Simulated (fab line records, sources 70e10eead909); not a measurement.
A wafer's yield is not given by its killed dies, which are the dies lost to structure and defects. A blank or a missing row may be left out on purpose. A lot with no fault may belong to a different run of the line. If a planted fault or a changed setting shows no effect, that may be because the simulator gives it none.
Matching of chambers ; flow nandHarc ; 4 sister chambers for NHARC_THIN_TSV_ETCH_15 on rieSi-03
The step target depth 3000 nm, bosch target overetch cycles 2, bosch etch step 2.8 s. 8 wafers are shown with their chamber, then 9 later ones without.

== WAFERS, EACH WITH ITS CHAMBER ==
wafer;chamber;drypumpMotorCurrentA (A)
L075.5;2;5.8
L081.5;0;5.1
L084.1;0;5.1
L084.3;3;5.8
L084.4;1;5.5
L087.1;3;5.7
L087.3;1;5.5
L087.4;2;5.8

== WAFERS MISSING THEIR CHAMBER ==
wafer;drypumpMotorCurrentA (A)
L088.3;5.5
L088.4;5.1
L088.6;5.1
L090.3;5.8
L090.4;5.1
L090.5;5.8
L092.1;5.7
L092.2;5.9
L092.6;5.1

== CHAMBER TAKEN BY EACH ==
wafer;from the rows above;in truth
L088.3;1;1
L088.4;0;0
L088.6;0;0
L090.3;can't be placed: 2 or 3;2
L090.4;0;0
L090.5;can't be placed: 2 or 3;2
L092.1;can't be placed: 3 or 2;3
L092.2;can't be placed: 2 or 3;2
L092.6;0;0
Correctly placed: 5 of 9. From these rows, 4 cannot be placed; in 4 the true chamber is one of the candidates. Placed wrongly: 0.
How it was worked out, from the rows above alone: a wafer's distance from a chamber is the root of the sum, over the readings, of the square of ((its reading less the chamber's mean) divided by the reading's scatter). The wafer belongs to the nearest chamber; if the next one is less than 2 further off, it can't be placed. For every chamber, the mean is computed from those of its wafers that are shown. The scatter: take each reading less its chamber's mean, square it, sum over the shown wafers, divide by the number of wafers less the number of chambers, and take the root.
